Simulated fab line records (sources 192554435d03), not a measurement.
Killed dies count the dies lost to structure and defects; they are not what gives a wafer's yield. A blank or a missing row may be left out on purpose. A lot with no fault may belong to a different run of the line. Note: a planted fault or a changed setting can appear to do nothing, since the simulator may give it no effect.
Matching of chambers -- flow n5 finfet -- N5_BEOL_M4_PRE_CLEAN_60 on cvd co-02 has 3 sister chambers
The step time 15 s. 6 wafers are shown with their chamber, then 12 later ones without.

## WAFERS PAIRED WITH THEIR CHAMBERS
wafer,chamber,heater power w (W)
L084.3,0,112
L085.4,2,84
L085.5,1,89
L086.2,0,107
L086.5,2,82
L086.6,1,90

## WAFERS MISSING THEIR CHAMBER
wafer,heater power w (W)
L087.1,110
L087.4,107
L087.5,86
L091.1,87
L091.2,113
L091.6,88
L095.1,108
L095.4,86
L095.5,111
L096.1,89
L096.2,87
L096.3,107

## EACH ONE'S CHAMBER
wafer,from the rows above,in truth
L087.1,0,0
L087.4,0,0
L087.5,can't be placed: 2 or 1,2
L091.1,can't be placed: 1 or 2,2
L091.2,0,0
L091.6,can't be placed: 1 or 2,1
L095.1,0,0
L095.4,can't be placed: 2 or 1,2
L095.5,0,0
L096.1,1,1
L096.2,can't be placed: 1 or 2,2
L096.3,0,0
Correct placement for 7 of the 12. From these rows, 5 cannot be placed; in 5 the true chamber is one of the candidates. 0 placed wrongly.
How it was worked out, from the rows above alone: a wafer's distance from a chamber is the root of the sum, over the readings, of the square of ((its reading less the chamber's mean) divided by the reading's scatter). The wafer belongs to the nearest chamber; if the next one is less than 2 further off, it can't be placed. Each chamber's mean is taken over the wafers shown for it. The scatter: the root of (the sum of the squares of (reading less its chamber's mean) over the shown wafers, divided by (wafers less chambers)).
